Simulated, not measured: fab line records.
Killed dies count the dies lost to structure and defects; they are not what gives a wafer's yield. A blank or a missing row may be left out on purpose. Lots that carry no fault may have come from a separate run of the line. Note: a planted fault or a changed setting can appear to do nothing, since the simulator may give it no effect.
Code-filled problem report in 8D (eight disciplines) form || flow n5_finfet || the parts of the form that need people (team, actions taken, sign-off) are left out

== 1. WHAT IS WRONG ==
Across 4 wafers from 3 lots, M4_ILD_THK at N5_BEOL_M4_THK_MEAS_01 averages 73.1 nm, while fault-free wafers read 79.3 nm with a standard deviation of 1. That puts it -6.2 standard deviations away from the usual mean.
First observed at day 9 08:37: wafer L981.4, on film_metro-02. The record has a number at this step for 29 wafers belonging to 10 lots. Rule for "out" (also "out of limits"): further than 4 standard deviations from the usual mean. The other wafers with a number count as sound.

== 2. WHAT THIS IS AND IS NOT ==
{"question": "which readings at this step", "is": "M4_ILD_THK", "is not": "-"}
{"question": "which lots", "is": "L981, L982, L983", "is not": "L975, L978, L980, L990, L991, L995, L996"}
{"question": "which wafers of those lots", "is": "L981.4, L982.6, L983.4, L983.6", "is not": "L981.2, L981.3, L982.1, L982.5, L983.3"}
{"question": "read on which gauges", "is": "film_metro-02", "is not": "film_metro-01"}
{"question": "when", "is": "from day 9 08:37", "is not": "up to then (11 sound wafers); but 14 sound wafers of L982, L983, L990, L991, L995, L996 came after"}

== 3. WHAT RULES OUT EACH SUSPECT ==
Counting: a tool at a process step up to the reading stays a suspect if it ran every lot that is out. Sound lots after the first of them don't rule it out here, since some wafers of a struck lot are sound.
- the gauge at N5_BEOL_M4_THK_MEAS_01: kept. All the wafers that are out were read on film_metro-02, and no step on other tools shows them out.
- pvd_sputter-01 at N5_BEOL_M3_SPUTTER_90 (material Cu, target thk 4.5 nm, time 8.29 s): kept. It processed each lot that is out (first: L981, day 9 06:37); up to then, its last sound lot is L980 (day 9 03:25).
- cvd_co-02 at N5_BEOL_M3_CO_CAP_55 (material Co, precursor CCTBA/H2, target thk 2 nm, time 102.1 s): kept. It processed each lot that is out (first: L981, day 9 08:18); up to then, its last sound lot is L975 (day 9 01:28).
- pecvd-01 at N5_BEOL_M4_ILD_DEP_00 (deposits SiOC from DEMS/O2, target thk 79 nm, time 15.3 s): kept. It processed each lot that is out (first: L981, day 9 08:33); up to then, its last sound lot is L978 (day 9 07:58).
Left after counting: pvd_sputter-01 at N5_BEOL_M3_SPUTTER_90, cvd_co-02 at N5_BEOL_M3_CO_CAP_55, pecvd-01 at N5_BEOL_M4_ILD_DEP_00, film_metro-02 at N5_BEOL_M4_THK_MEAS_01.

== 4. THE CAUSE (what the simulator had put in) ==
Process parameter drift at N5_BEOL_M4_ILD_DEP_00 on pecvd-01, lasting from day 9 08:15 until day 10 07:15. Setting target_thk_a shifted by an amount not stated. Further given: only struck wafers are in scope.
Counting left 4 suspects, and this tool is among them.

== 5. THE CHAIN OF EFFECTS, in route order ==
One row per reading whose mean, taken over the struck wafers that have a number, lies over 3 standard deviations from the usual. Scope: only readings with a usual standard deviation given in the record; hours: median across lots of the time from each lot's start at the first step in this table that gives one to its start at this step; sigmas: change in usual standard deviations.
{"hours": 0, "step": "N5_BEOL_M4_THK_MEAS_01", "reading": "M4_ILD_THK", "usual": "79.3 nm", "on struck wafers": 73.1, "change": -6.2, "sigmas": -6.2}
At these later measuring or inspecting steps, every struck wafer for which the step has a row has a number for every such reading, and none has moved that far: N5_BEOL_M4_RC_MEAS_101.

== 6. HOW IT WOULD HAVE BEEN CAUGHT EARLIER ==
In this record the first reading out of limits at a measuring or inspecting step was taken at day 9 08:37, 0 hours after the fault began at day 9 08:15.
Of the tool readings at N5_BEOL_M4_ILD_DEP_00 for which the record gives a usual standard deviation, none was out on any struck wafer, so an alarm limit of 4 standard deviations on them would not have fired.
Among the 3 lots that are out, L982, L983 began N5_BEOL_M4_ILD_DEP_00 on pecvd-01 after day 9 08:37. A hold on the tool at that time would have spared those 2.
